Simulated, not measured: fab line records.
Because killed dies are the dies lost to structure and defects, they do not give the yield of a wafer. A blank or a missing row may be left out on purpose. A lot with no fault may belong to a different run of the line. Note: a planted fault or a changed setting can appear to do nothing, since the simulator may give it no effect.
Matching of chambers | flow n5Finfet | cvdCo-02 running N5_BEOL_M2_CO_CAP_55: 3 sister chambers
The step material Co, precursor CCTBA/H2, target thk 2 nm, time 102.1 s. 6 wafers are shown with their chamber, then 11 later ones without.

WAFERS WITH THEIR CHAMBER
wafer  | chamber | heaterPowerW (W)
L088.3 | 2       | 231
L088.4 | 1       | 193
L089.1 | 0       | 252
L089.3 | 2       | 230
L089.4 | 1       | 198
L092.1 | 0       | 243

WAFERS MISSING THEIR CHAMBER
wafer  | heaterPowerW (W)
L092.4 | 238
L092.5 | 192
L093.1 | 254
L093.2 | 199
L093.5 | 197
L095.2 | 237
L095.4 | 229
L095.6 | 191
L097.1 | 254
L097.2 | 236
L097.4 | 255

THE CHAMBER EACH PASSED THROUGH
wafer  | from the rows above     | in truth
L092.4 | can't be placed: 2 or 0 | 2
L092.5 | 1                       | 1
L093.1 | 0                       | 0
L093.2 | 1                       | 1
L093.5 | 1                       | 1
L095.2 | can't be placed: 2 or 0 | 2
L095.4 | 2                       | 2
L095.6 | 1                       | 1
L097.1 | 0                       | 0
L097.2 | can't be placed: 2 or 0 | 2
L097.4 | 0                       | 0
Correctly placed: 8 of 11. Can't be placed from these rows: 3 (the true chamber is among the candidates in 3). Number placed wrongly: 0.
How it was worked out, from the rows above alone: a wafer's distance from a chamber is the root of the sum, over the readings, of the square of ((its reading less the chamber's mean) divided by the reading's scatter). If the next closest chamber is less than 2 further off than the closest, the wafer can't be placed; otherwise it belongs to the closest. The mean given for a chamber averages the wafers shown for that chamber. The scatter is the square root of a quotient: the sum, over the shown wafers, of each reading's squared deviation from its chamber's mean, divided by wafers minus chambers.
